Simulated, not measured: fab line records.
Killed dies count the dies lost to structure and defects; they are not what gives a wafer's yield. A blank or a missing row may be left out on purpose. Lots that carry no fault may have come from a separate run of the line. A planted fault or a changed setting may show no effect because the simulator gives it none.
Chamber matching || flow n5_finfet || rie_diel-04 running N5_BEOL_M12_DESCUM_15: 4 sister chambers
The step chemistry O2, time 7.9 s. 8 wafers are shown with their chamber, then 8 later ones without.

WAFERS PAIRED WITH THEIR CHAMBERS
{"wafer": "L079.4", "chamber": 3, "drypump_motor_current_A (A)": 5.9, "showerhead_plenum_p_Torr (Torr)": 2.21}
{"wafer": "L086.1", "chamber": 1, "drypump_motor_current_A (A)": 6.5, "showerhead_plenum_p_Torr (Torr)": 2.02}
{"wafer": "L086.2", "chamber": 0, "drypump_motor_current_A (A)": 5.1, "showerhead_plenum_p_Torr (Torr)": 2.06}
{"wafer": "L086.4", "chamber": 2, "drypump_motor_current_A (A)": 5.5, "showerhead_plenum_p_Torr (Torr)": 2.09}
{"wafer": "L088.2", "chamber": 2, "drypump_motor_current_A (A)": 5.4, "showerhead_plenum_p_Torr (Torr)": 2.09}
{"wafer": "L088.3", "chamber": 1, "drypump_motor_current_A (A)": 6.5, "showerhead_plenum_p_Torr (Torr)": 2.02}
{"wafer": "L088.5", "chamber": 3, "drypump_motor_current_A (A)": 5.8, "showerhead_plenum_p_Torr (Torr)": 2.20}
{"wafer": "L093.2", "chamber": 0, "drypump_motor_current_A (A)": 5.1, "showerhead_plenum_p_Torr (Torr)": 2.06}

WAFERS MISSING THEIR CHAMBER
{"wafer": "L093.3", "drypump_motor_current_A (A)": 5.4, "showerhead_plenum_p_Torr (Torr)": 2.09}
{"wafer": "L093.5", "drypump_motor_current_A (A)": 6.5, "showerhead_plenum_p_Torr (Torr)": 2.02}
{"wafer": "L090.4", "drypump_motor_current_A (A)": 5.8, "showerhead_plenum_p_Torr (Torr)": 2.20}
{"wafer": "L090.5", "drypump_motor_current_A (A)": 5.1, "showerhead_plenum_p_Torr (Torr)": 2.06}
{"wafer": "L090.6", "drypump_motor_current_A (A)": 5.9, "showerhead_plenum_p_Torr (Torr)": 2.20}
{"wafer": "L097.1", "drypump_motor_current_A (A)": 5.1, "showerhead_plenum_p_Torr (Torr)": 2.05}
{"wafer": "L097.3", "drypump_motor_current_A (A)": 5.9, "showerhead_plenum_p_Torr (Torr)": 2.19}
{"wafer": "L097.5", "drypump_motor_current_A (A)": 6.5, "showerhead_plenum_p_Torr (Torr)": 2.01}

WHICH CHAMBER EACH ONE RAN IN
{"wafer": "L093.3", "from the rows above": 2, "in truth": 2}
{"wafer": "L093.5", "from the rows above": 1, "in truth": 1}
{"wafer": "L090.4", "from the rows above": 3, "in truth": 3}
{"wafer": "L090.5", "from the rows above": 0, "in truth": 0}
{"wafer": "L090.6", "from the rows above": 3, "in truth": 3}
{"wafer": "L097.1", "from the rows above": 0, "in truth": 0}
{"wafer": "L097.3", "from the rows above": 3, "in truth": 3}
{"wafer": "L097.5", "from the rows above": 1, "in truth": 1}
Correct placement for 8 of the 8. Left unplaced by these rows: 0. Wrongly placed: 0.
How it was worked out, from the rows above alone: a wafer's distance from a chamber is the root of the sum, over the readings, of the square of ((its reading less the chamber's mean) divided by the reading's scatter). If the next closest chamber is less than 2 further off than the closest, the wafer can't be placed; otherwise it belongs to the closest. Each chamber's mean is taken over the wafers shown for it. The scatter: the root of (the sum of the squares of (reading less its chamber's mean) over the shown wafers, divided by (wafers less chambers)).
